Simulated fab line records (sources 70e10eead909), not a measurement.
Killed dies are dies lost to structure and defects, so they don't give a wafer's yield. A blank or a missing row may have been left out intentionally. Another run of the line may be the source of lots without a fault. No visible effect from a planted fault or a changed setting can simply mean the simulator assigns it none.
fab line records -- flow nand_harc
[record] lots = 12, wafers = 33, last_day = 24
route steps=1159 shown A_SLIT@793 A_WL_FILL@814 END@1159
lots untouched by any fault: they come from a run of this same line in which no faults occurred
start_h: hours from the record's first day to the start of the lot's first wafer shown -- wait_h: time in hours since the lot's previous step -- " as in the row above -- L1.1+2: a row that stands for several wafers -- - no value, or no start given -- * or withheld: withheld -- < > ~ a bound
route shown NAME@n: NAME is a module with steps in the file, n the number in the route of the first one -- usual: the fault-free wafers' mean and standard deviation -- same: alike in all rows -- chamber/n: place in a boat -- sites: per-site readings -- _std_site: the standard deviation of these -- _edge_site: inner sites' mean taken away from outer sites' mean -- radius_mm: for every site, how far away it sits from the centre of the wafer -- mask NAME#n: copy n -- behind: the tool/chamber that last shaped the wafer -- hold: cause of the lot's hold/its duration in hours/its outcome -- device: which transistor (n, p or np) failed to switch -- end of line: the route-end tests of the same wafers -- where a step has no rows: the recipe by itself -- killed: count of dies lost to structure and defects at first sort (not the wafer's yield) -- map: shows each die of a wafer: x if killed, . if not, _ if none is there
set.NAME: setting as actually run; set.NAME@STEP: the setting as run at that earlier step -- model.NAME: the simulator's own value behind a step, which no gauge read
the route's steps for a sample of lots (tables are steps, rows are wafers)
services: from which hour (start_h, from the record's first day; less than 0 if before it) a tool's chamber was out of use, for how many hours, and why
[[steps]]
[step NHARC_A_SLIT_DESCUM_14]
[recipe] time_s = 3, o2_flow_sccm = 200, ar_flow_sccm = 0, bias_power_w = 0, chemistry = O2
[usual] drypump_motor_current_A = 5.8/0.35, oes_product_au = 0.997/0.013, rf_vpp_V = 57.7/0.91, showerhead_plenum_p_Torr = 1.90/0.094, throttle_valve_pct = 11.312/0.0091
[same] bias_power_w = 0
lot.wafer,tool,chamber,start_h,wait_h,drypump_motor_current_A,oes_product_au,rf_hours_counter_h,rf_vpp_V,showerhead_plenum_p_Torr,throttle_valve_pct
L226.2,rie_diel-07,1,333.98,0.1,5.0,1.006,6,57.4,2.06,11.322
L226.3,rie_diel-07,3,333.98,0.1,5.6,1.017,5,57.5,1.81,11.302
L226.5,rie_diel-07,1,333.98,0.1,5.0,1.012,-,58.1,2.06,11.314
L227.3,rie_diel-09,1,334.15,0.1,6.2,1.010,5,58.4,2.01,11.303
L227.1,rie_diel-09,2,334.15,0.1,6.1,0.992,6,57.5,1.79,11.316
L227.6,rie_diel-09,3,334.15,0.1,5.7,0.969,-,58.4,1.96,11.307
L230.1,rie_diel-04,1,335.33,0.1,5.7,0.996,2,56.6,1.84,11.314
L230.4,rie_diel-04,0,335.33,0.1,5.8,0.986,1,58.5,1.99,11.313
L230.5,rie_diel-04,1,335.33,0.1,5.7,0.993,-,58.2,1.84,11.308
L228.4,rie_diel-07,1,339.03,0.1,5.0,0.990,7,59.8,2.06,11.311
L228.3,rie_diel-07,2,339.03,0.1,5.6,0.985,6,56.7,1.79,11.314
L228.2,rie_diel-07,0,339.03,0.1,5.7,0.995,7,58.2,1.80,11.310
L234.1,rie_diel-07,2,371.34,0.1,5.6,0.986,8,57.3,1.79,11.317
L234.4,rie_diel-07,3,371.34,0.1,5.6,1.012,8,58.2,1.81,11.317
L234.5,rie_diel-07,1,371.34,0.1,5.0,1.009,-,57.8,2.05,11.312
L235.3,rie_diel-04,2,372.90,0.1,6.0,0.979,5,57.1,1.86,11.309
L235.1,rie_diel-04,0,372.90,0.1,5.8,0.991,4,57.9,1.98,11.323
L235.5,rie_diel-04,1,372.90,0.1,5.7,0.989,-,59.3,1.84,11.305
L238.5,rie_diel-04,2,398.07,0.1,6.0,0.989,-,57.3,1.86,11.309
L238.6,rie_diel-04,3,398.07,0.1,6.0,0.987,-,58.0,1.98,11.312
L241.4,rie_diel-04,3,413.78,0.1,6.0,1.008,-,57.5,1.98,11.305
L242.1,rie_diel-04,3,415.76,0.1,6.0,1.003,8,56.8,1.98,11.301
L242.3,rie_diel-04,0,415.76,0.1,5.8,1.009,8,57.0,1.98,11.296
L242.5,rie_diel-04,1,415.76,0.1,5.7,0.993,-,58.5,1.84,11.296
L246.3,rie_diel-07,0,434.10,0.1,5.7,0.985,3,56.5,1.80,11.325
L246.1,rie_diel-07,3,434.10,0.1,5.5,1.013,1,56.4,1.81,11.317
L246.6,rie_diel-07,1,434.10,0.1,5.0,1.020,-,57.5,2.05,11.293
L247.4,rie_diel-04,0,442.18,0.1,5.7,0.986,11,58.5,1.98,11.332
L247.5,rie_diel-04,2,442.18,0.1,6.0,0.993,-,59.5,1.86,11.313
L247.6,rie_diel-04,3,442.18,0.1,6.0,1.009,-,58.7,1.98,11.301
L249.1,rie_diel-09,1,454.07,0.1,6.2,0.972,1,58.9,2.01,11.297
L249.2,rie_diel-09,2,454.07,0.1,6.1,0.996,1,57.6,1.78,11.298
L249.5,rie_diel-09,1,454.07,0.1,6.3,0.971,-,58.9,2.01,11.313
[step NHARC_A_SLIT_STRIP_18]
[recipe] o2_flow_sccm = 500, ar_flow_sccm = 0, bias_w = 0, chemistry = O2
[usual] drypump_motor_current_A = 5.8/0.4, oes_product_au = 0.999/0.014, rf_vpp_V = 57.6/0.95, showerhead_plenum_p_Torr = 3.47/0.17, throttle_valve_pct = 17.035/0.0085
lot.wafer,tool,chamber,start_h,wait_h,drypump_motor_current_A,oes_product_au,rf_hours_counter_h,rf_vpp_V,showerhead_plenum_p_Torr,throttle_valve_pct
L226.3,rie_diel-07,1,-,-,5.0,1.011,7,57.4,3.77,17.039
L226.2,rie_diel-07,3,-,-,5.5,1.033,5,56.3,3.36,17.027
L226.5,rie_diel-07,1,-,-,5.0,1.012,-,57.6,3.77,17.032
L227.1,rie_diel-07,1,-,-,5.0,0.992,7,57.8,3.77,17.029
L227.3,rie_diel-07,3,-,-,5.6,1.008,6,57.8,3.36,17.024
L227.6,rie_diel-07,1,-,-,5.0,0.999,-,59.3,3.77,17.028
L230.1,rie_diel-09,1,-,-,6.3,1.010,6,58.1,3.69,17.043
L230.4,rie_diel-09,2,-,-,6.1,0.991,7,57.9,3.31,17.053
L230.5,rie_diel-09,0,-,-,6.5,1.018,-,58.2,3.36,17.047
L228.3,rie_diel-09,3,-,-,5.7,0.979,7,58.7,3.60,17.042
L228.4,rie_diel-09,0,-,-,6.5,1.019,5,57.2,3.36,17.042
L228.2,rie_diel-09,2,-,-,6.0,0.987,8,57.8,3.31,17.040
L234.4,rie_diel-07,3,-,-,5.5,1.019,8,57.0,3.36,17.033
L234.1,rie_diel-07,0,-,-,5.8,0.999,10,57.7,3.33,17.047
L234.5,rie_diel-07,1,-,-,5.0,1.006,-,58.7,3.77,17.032
L235.3,rie_diel-04,2,-,-,6.0,0.961,5,58.6,3.43,17.047
L235.1,rie_diel-04,3,-,-,6.0,0.994,5,57.0,3.64,17.024
L235.5,rie_diel-04,2,-,-,6.1,0.986,-,56.9,3.43,17.031
L238.6,rie_diel-07,1,-,-,5.0,1.016,-,57.6,3.77,17.022
L238.5,rie_diel-07,2,-,-,5.7,0.978,-,57.1,3.32,17.039
L241.4,rie_diel-09,2,-,-,6.1,1.003,11,56.6,3.31,17.030
L242.3,rie_diel-09,2,-,-,6.1,1.012,11,56.3,3.31,17.050
L242.1,rie_diel-09,3,-,-,5.7,0.989,11,58.8,3.60,17.023
L242.5,rie_diel-09,3,-,-,5.7,0.985,-,56.5,3.60,17.024
L246.3,rie_diel-07,2,-,-,5.6,0.974,4,54.9,3.32,17.027
L246.1,rie_diel-07,3,-,-,5.5,1.010,2,56.7,3.35,17.043
L246.6,rie_diel-07,1,-,-,5.0,1.004,-,58.4,3.77,17.035
L247.4,rie_diel-07,3,-,-,5.5,1.001,2,57.3,3.35,17.041
L247.5,rie_diel-07,3,-,-,5.6,1.009,-,57.3,3.35,17.026
L247.6,rie_diel-07,0,-,-,5.7,0.990,-,58.3,3.33,17.029
L249.2,rie_diel-07,3,-,-,5.5,1.005,3,59.0,3.35,17.033
L249.1,rie_diel-07,0,-,-,5.7,0.992,5,58.6,3.33,17.038
L249.5,rie_diel-07,3,-,-,5.5,1.013,-,58.2,3.35,17.038
[step NHARC_A_WL_FILL_ETCHBACK_04]
[recipe] target_depth_a = 600, time_s = 120, chemistry = NF3
[usual] drypump_motor_current_A = 5.6/0.51, he_backside_leak_sccm = 3.32/0.23, oes_product_au = 1.004/0.0086
lot.wafer,tool,chamber,start_h,wait_h,drypump_motor_current_A,he_backside_leak_sccm,oes_product_au,rf_hours_counter_h
L226.2,rie_metal-02,1,348.97,2.4,5.1,3.10,1.002,3.4
L226.3,rie_metal-02,0,348.97,2.4,5.7,3.20,1.005,-
L226.5,rie_metal-02,0,348.97,2.4,5.7,3.39,1.000,-
L227.1,rie_metal-01,1,351.68,2.9,6.5,3.00,1.016,0.1
L227.3,rie_metal-01,0,351.68,2.9,5.0,3.31,1.029,-
L227.6,rie_metal-01,0,351.68,2.9,5.0,3.24,1.006,-
L230.1,rie_metal-03,0,351.74,2.8,5.8,3.15,1.001,1.4
L230.4,rie_metal-03,1,351.74,2.8,5.4,3.43,1.008,-
L230.5,rie_metal-03,1,351.74,2.8,5.4,3.41,1.007,-
L228.2,rie_metal-02,1,360.80,2.4,5.1,3.11,1.010,4.1
L228.3,rie_metal-02,0,360.80,2.4,5.7,3.81,1.007,-
L228.4,rie_metal-02,1,360.80,2.4,5.1,3.08,1.010,-
L234.1,rie_metal-03,0,395.20,2.8,5.8,3.34,1.006,3.3
L234.4,rie_metal-03,1,395.20,2.8,5.4,3.63,0.996,-
L234.5,rie_metal-03,1,395.20,2.8,5.4,3.60,0.999,-
L235.1,rie_metal-02,0,397.72,2.9,5.7,3.70,1.003,0.0
L235.3,rie_metal-02,0,397.72,2.9,5.7,3.57,1.007,-
L235.5,rie_metal-02,0,397.72,2.9,5.7,3.56,0.997,-
L238.5,rie_metal-02,0,414.90,0.6,5.7,3.57,1.047,-
L238.6,rie_metal-02,1,414.90,0.6,5.0,3.15,1.006,-
L241.4,rie_metal-02,1,429.57,1.5,5.1,3.20,1.004,-
L242.1,rie_metal-03,0,430.23,2.9,5.8,3.29,0.992,4.3
L242.3,rie_metal-03,0,430.23,2.9,5.8,3.28,0.997,-
L242.5,rie_metal-03,1,430.23,2.9,5.4,3.36,1.003,-
L246.1,rie_metal-01,1,456.01,2.4,6.6,3.38,1.015,3.7
L246.3,rie_metal-01,1,456.01,2.4,6.6,3.26,1.009,-
L246.6,rie_metal-01,0,456.01,2.4,5.0,3.20,0.990,-
L247.4,rie_metal-01,0,461.48,1.5,4.9,3.28,1.003,-
L247.6,rie_metal-01,0,461.48,1.5,5.0,3.29,1.005,-
L247.5,rie_metal-01,1,461.48,1.5,6.5,3.11,1.025,-
L249.2,rie_metal-03,1,476.90,2.8,5.4,3.51,1.001,0.1
L249.1,rie_metal-03,0,476.90,2.8,5.8,3.44,0.997,0.1
L249.5,rie_metal-03,1,476.90,2.8,5.4,3.41,0.995,-
[step NHARC_A_WL_FILL_STRIP_29]
[recipe] time_s = 20, o2_flow_sccm = 500, ar_flow_sccm = 0, bias_w = 0, chemistry = O2
[usual] drypump_motor_current_A = 5.75/0.26, oes_product_au = 1.000/0.021, rf_vpp_V = 57.9/0.76, showerhead_plenum_p_Torr = 3.55/0.1, throttle_valve_pct = 17.035/0.0092
lot.wafer,tool,chamber,start_h,wait_h,drypump_motor_current_A,oes_product_au,rf_hours_counter_h,rf_vpp_V,showerhead_plenum_p_Torr,throttle_valve_pct
L226.3,rie_diel-11,0,359.16,0.1,5.68,0.998,6.2,57.9,3.63,17.023
L226.2,rie_diel-11,1,359.16,0.1,5.32,1.029,5.5,58.9,3.58,17.044
L226.5,rie_diel-11,3,359.16,0.1,6.16,1.003,-,57.9,3.74,17.037
L227.1,rie_diel-01,3,359.21,0.1,5.80,0.975,2.2,56.9,3.50,17.042
L227.3,rie_diel-01,1,359.21,0.1,5.84,0.970,2.6,56.6,3.46,17.040
L227.6,rie_diel-01,2,359.21,0.1,5.90,1.025,-,56.4,3.48,17.031
L230.4,rie_diel-01,1,362.27,0.1,5.84,0.964,2.6,58.0,3.46,17.038
L230.1,rie_diel-01,3,362.27,0.1,5.79,0.981,2.3,58.1,3.50,17.025
L230.5,rie_diel-01,0,362.27,0.1,5.66,1.020,-,58.9,3.67,17.030
L228.2,rie_diel-01,1,370.78,0.1,5.84,0.972,3.5,58.1,3.46,17.028
L228.4,rie_diel-01,3,370.78,0.1,5.82,0.980,3.1,58.6,3.50,17.035
L228.3,rie_diel-01,0,370.78,0.1,5.67,1.027,3.5,59.6,3.67,17.032
L235.3,rie_diel-01,0,409.92,0.1,5.68,1.035,6.1,59.0,3.67,17.042
L235.1,rie_diel-01,1,409.92,0.1,5.86,0.954,5.8,59.0,3.46,17.031
L235.5,rie_diel-01,2,409.92,0.1,5.89,1.013,-,57.2,3.48,17.042
L234.4,rie_diel-10,0,409.98,0.1,5.21,0.999,1.4,57.4,3.68,17.046
L234.1,rie_diel-10,2,409.98,0.1,6.11,1.006,1.2,57.6,3.42,17.029
L234.5,rie_diel-10,3,409.98,0.1,6.02,1.008,-,59.5,3.54,17.021
L238.5,rie_diel-10,0,427.21,0.0,5.22,0.989,-,57.7,3.68,17.041
L238.6,rie_diel-10,1,427.21,0.0,5.78,0.991,-,57.8,3.52,17.048
L241.4,rie_diel-10,3,439.95,0.1,6.06,1.003,1.9,59.3,3.54,17.019
L242.1,rie_diel-01,0,440.01,0.1,5.66,1.033,8.3,59.4,3.67,17.028
L242.3,rie_diel-01,3,440.01,0.1,5.80,0.982,7.4,57.5,3.50,17.035
L242.5,rie_diel-01,0,440.01,0.1,5.66,1.038,-,58.9,3.67,17.035
L246.1,rie_diel-11,1,463.79,0.1,5.33,1.002,3.7,57.9,3.58,17.028
L246.3,rie_diel-11,2,463.79,0.1,5.74,0.985,3.5,59.2,3.41,17.024
L246.6,rie_diel-11,2,463.79,0.1,5.74,0.997,-,58.0,3.41,17.037
L247.4,rie_diel-01,0,471.08,0.6,5.68,1.031,10.3,59.2,3.67,17.054
L247.6,rie_diel-01,3,471.08,0.6,5.82,0.976,-,58.4,3.50,17.033
L247.5,rie_diel-01,0,471.08,0.6,5.68,1.031,-,58.7,3.67,17.036
L249.1,rie_diel-10,2,490.49,0.1,6.08,0.997,3.0,58.0,3.41,17.039
L249.2,rie_diel-10,0,490.49,0.1,5.24,0.999,3.0,57.9,3.68,17.033
L249.5,rie_diel-10,1,490.49,0.1,5.81,1.003,-,58.2,3.52,17.040
[step NHARC_END_SORT_01]
[recipe] temp_c = 25
[usual] killed_at_array = 29/10, killed_at_other = 0.7/1, killed_at_periphery = 3.7/2.6, killed_dies = 33/10, killed_open = 3.4/1.8, killed_short = 1.8/1.3
[same] gross_dies = 677
lot.wafer,tool,chamber,start_h,wait_h,killed_at_array,killed_at_other,killed_at_periphery,killed_dies,killed_open,killed_short
L227.1,prober-01,0,447.77,2.5,13,0,4,17,4,1
L227.3,prober-01,0,449.36,3.1,8,5,3,16,3,1
L227.6,prober-01,0,451.75,4.0,16,3,1,20,5,1
L234.1,prober-01,0,496.14,2.5,31,0,6,37,4,1
L234.4,prober-01,0,498.56,3.4,35,0,3,38,4,2
L234.5,prober-01,0,499.37,3.7,26,1,4,31,1,3
L235.1,prober-02,0,500.21,2.5,20,0,4,24,1,0
L235.3,prober-02,0,501.79,3.1,12,1,4,17,3,1
L235.5,prober-02,0,503.38,3.7,17,0,1,18,3,0
L246.1,prober-01,0,551.51,2.5,36,0,7,43,2,3
L246.3,prober-01,0,553.11,3.1,30,1,2,33,1,1
L246.6,prober-01,0,555.50,4.0,36,0,5,41,3,3
// killed by level:class
L227.1 A_CONTACT:chamber_film_flake=7 P_M2:geometric_particle:open=2 A_CONTACT:geometric_particle:open=2 A_SOURCE_PLATE:geometric_particle:short=1 P_STI:chamber_film_flake=1 P_GATE:chamber_film_flake=1 A_CHANNEL_HOLE_D1:chamber_film_flake=1 A_STAIRCASE:chamber_film_flake=1
L227.3 THIN_TSV:chamber_film_flake=5 A_CHANNEL_HOLE_D1:chamber_film_flake=2 P_CONTACT:geometric_particle:open=1 P_M1:geometric_particle:short=1 A_ONON_D1:geometric_particle:open=1 A_SGD_CUT:geometric_particle:open=1 P_STI:chamber_film_flake=1 A_STAIRCASE:chamber_film_flake=1
L227.6 A_CONTACT:chamber_film_flake=5 THIN_TSV:chamber_film_flake=3 A_CHANNEL_HOLE_D1:chamber_film_flake=2 A_STAIRCASE:chamber_film_flake=2 P_GATE:geometric_particle:open=1 A_CHANNEL_FILL_D1:geometric_particle:open=1 A_SGD_CUT:geometric_particle:short=1 A_CONTACT:geometric_particle:open=1
L234.1 A_CHANNEL_HOLE_D1:chamber_film_flake=22 A_STAIRCASE:chamber_film_flake=4 P_ZERO_WELL:chamber_film_flake=3 A_CONTACT:chamber_film_flake=2 P_GATE:geometric_particle:open=1 P_CONTACT:geometric_particle:open=1 A_SGD_CUT:geometric_particle:short=1 A_CONTACT:geometric_particle:open=1
L234.4 A_CHANNEL_HOLE_D1:chamber_film_flake=26 A_STAIRCASE:chamber_film_flake=3 P_ZERO_WELL:chamber_film_flake=2 P_M0:geometric_particle:open=1 A_ONON_D1:geometric_particle:short=1 A_STAIRCASE:geometric_particle:open=1 A_SGD_CUT:geometric_particle:open=1 A_WL_FILL:geometric_particle:short=1
L234.5 A_CHANNEL_HOLE_D1:chamber_film_flake=15 A_STAIRCASE:chamber_film_flake=5 A_SGD_CUT:geometric_particle:short=2 P_ZERO_WELL:chamber_film_flake=2 A_SLIT:chamber_film_flake=2 P_CONTACT:geometric_particle:short=1 A_BLC:geometric_particle:open=1 P_GATE:chamber_film_flake=1
L235.1 A_STAIRCASE:chamber_film_flake=9 A_CHANNEL_HOLE_D1:chamber_film_flake=6 P_GATE:chamber_film_flake=4 A_WL_FILL:chamber_film_flake=2 A_CONTACT:geometric_particle:open=1 A_ZERO_WELL:chamber_film_flake=1 A_CONTACT:chamber_film_flake=1
L235.3 P_GATE:chamber_film_flake=3 A_CHANNEL_HOLE_D1:chamber_film_flake=3 A_STAIRCASE:chamber_film_flake=2 P_CONTACT:geometric_particle:open=1 A_CHANNEL_FILL_D1:geometric_particle:short=1 A_CHANNEL_FILL_D1:geometric_particle:open=1 A_CONTACT:geometric_particle:open=1 A_ZERO_WELL:chamber_film_flake=1
L235.5 A_STAIRCASE:chamber_film_flake=5 A_CHANNEL_HOLE_D1:chamber_film_flake=3 A_CONTACT:chamber_film_flake=3 A_WL_FILL:chamber_film_flake=2 A_CONTACT:geometric_particle:open=1 A_M0:geometric_particle:open=1 A_M1:geometric_particle:open=1 P_GATE:chamber_film_flake=1
L246.1 A_CHANNEL_HOLE_D1:chamber_film_flake=16 A_STAIRCASE:chamber_film_flake=8 A_CONTACT:chamber_film_flake=6 P_STI:chamber_film_flake=2 P_GATE:chamber_film_flake=2 A_SLIT:chamber_film_flake=2 P_M0:geometric_particle:short=1 P_M1:geometric_particle:open=1
L246.3 A_CHANNEL_HOLE_D1:chamber_film_flake=16 A_CONTACT:chamber_film_flake=9 A_STAIRCASE:chamber_film_flake=5 P_CONTACT:geometric_particle:open=1 STARTING-WAFER:geometric_particle:short=1 P_STI:chamber_film_flake=1
L246.6 A_CHANNEL_HOLE_D1:chamber_film_flake=21 A_CONTACT:chamber_film_flake=7 A_STAIRCASE:chamber_film_flake=3 P_CONTACT:chamber_film_flake=2 A_CONTACT:geometric_particle:open=2 P_M0:geometric_particle:open=1 A_SGD_CUT:geometric_particle:short=1 A_M0:geometric_particle:short=1
[[services]]
tool,chamber,start_h,hours,kind
rie_diel-07,0,311.17,-,clean
rie_diel-07,1,311.17,-,clean
rie_diel-01,-,314.80,9.0,pm
rie_diel-07,1,315.37,3.0,repair
rie_metal-01,-,332.00,9.0,pm
rie_diel-10,-,353.50,9.0,pm
rie_diel-07,3,358.49,5.0,repair
rie_metal-03,-,361.77,0.6,repair
rie_diel-11,-,366.50,9.0,pm
rie_diel-04,2,384.16,13.6,repair
rie_metal-02,-,388.00,9.0,pm
rie_diel-09,3,396.25,8.2,repair
rie_diel-07,-,405.68,9.0,pm
rie_diel-04,2,407.51,9.3,repair
rie_diel-07,3,418.76,12.8,repair
rie_metal-01,-,427.84,0.5,repair
rie_diel-09,-,430.05,0.3,repair
rie_diel-11,3,430.58,3.9,repair
rie_diel-09,-,431.10,9.0,pm
rie_diel-04,3,443.74,6.8,repair
rie_metal-03,-,453.00,9.0,pm
rie_diel-04,-,465.92,9.0,pm
rie_diel-11,2,475.76,4.6,repair
rie_metal-02,-,488.00,0.2,repair
[[key]]
[first_sign] step = NHARC_A_WL_FILL_ETCHBACK_04, reading = oes_product_au, direction = up, sigmas = 5, usual = 1.004, struck = 1.047
effect none on later readings
met_at NHARC_A_WL_FILL_ETCHBACK_04
struck_lots L238
struck_wafers L238.5
tester_left_out L238
not_acting_at NHARC_A_SLIT_DESCUM_14,NHARC_A_SLIT_STRIP_18,NHARC_A_WL_FILL_STRIP_29
onset_between 397.72 414.90
[fault] kind = process_parameter_drift, tool = rie_metal-02, chamber = 0, onset_h = 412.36, steps = NHARC_A_WL_FILL_ETCHBACK_04, channel = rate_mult, offset = 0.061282, shape = step, end_h = 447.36
// tester_left_out: of these lots the tester's yield and bins aren't shown, on N5 and GAA mostly nor the transistor test; their killed dies are dies lost to structure and defects alone, not to doping, threshold or leakage, so they don't give the yield
